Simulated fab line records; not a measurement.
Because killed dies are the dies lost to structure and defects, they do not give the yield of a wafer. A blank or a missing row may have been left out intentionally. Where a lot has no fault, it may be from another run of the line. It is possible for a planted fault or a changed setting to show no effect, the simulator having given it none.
Chamber matching	flow nand harc	rie diel-10 running NHARC_P_GATE_STRIP_101: 4 sister chambers
The step strips in O2, time 20 s. 8 wafers are shown with their chamber, then 7 later ones without.

WAFERS, EACH WITH ITS CHAMBER
wafer	chamber	showerhead plenum p Torr (Torr)	throttle valve pct (%)
L481.5	3	3.78	17.047
L487.2	1	3.51	17.024
L487.3	3	3.77	17.050
L496.1	0	3.70	17.038
L496.5	1	3.51	17.025
L496.6	2	3.39	17.042
L497.1	2	3.39	17.036
L497.2	0	3.70	17.035

WAFERS WITH NO CHAMBER GIVEN
wafer	showerhead plenum p Torr (Torr)	throttle valve pct (%)
L497.5	3.70	17.034
L501.1	3.38	17.038
L501.3	3.51	17.026
L501.4	3.77	17.033
L502.1	3.38	17.049
L502.3	3.51	17.024
L502.6	3.51	17.038

WHICH CHAMBER EACH WENT THROUGH
wafer	from the rows above	in truth
L497.5	0	0
L501.1	2	2
L501.3	1	1
L501.4	3	3
L502.1	2	2
L502.3	1	1
L502.6	1	1
Correct placement for 7 of the 7. Can't be placed from these rows: 0. Placed wrongly: 0.
How it was worked out, from the rows above alone: a wafer's distance from a chamber is the root of the sum, over the readings, of the square of ((its reading less the chamber's mean) divided by the reading's scatter). If the next closest chamber is less than 2 further off than the closest, the wafer can't be placed; otherwise it belongs to the closest. A chamber's mean is the mean of its shown wafers. How the scatter is found: for the shown wafers, subtract from each reading the mean of its chamber, square and add these, divide the total by (wafers less chambers), then take the root.
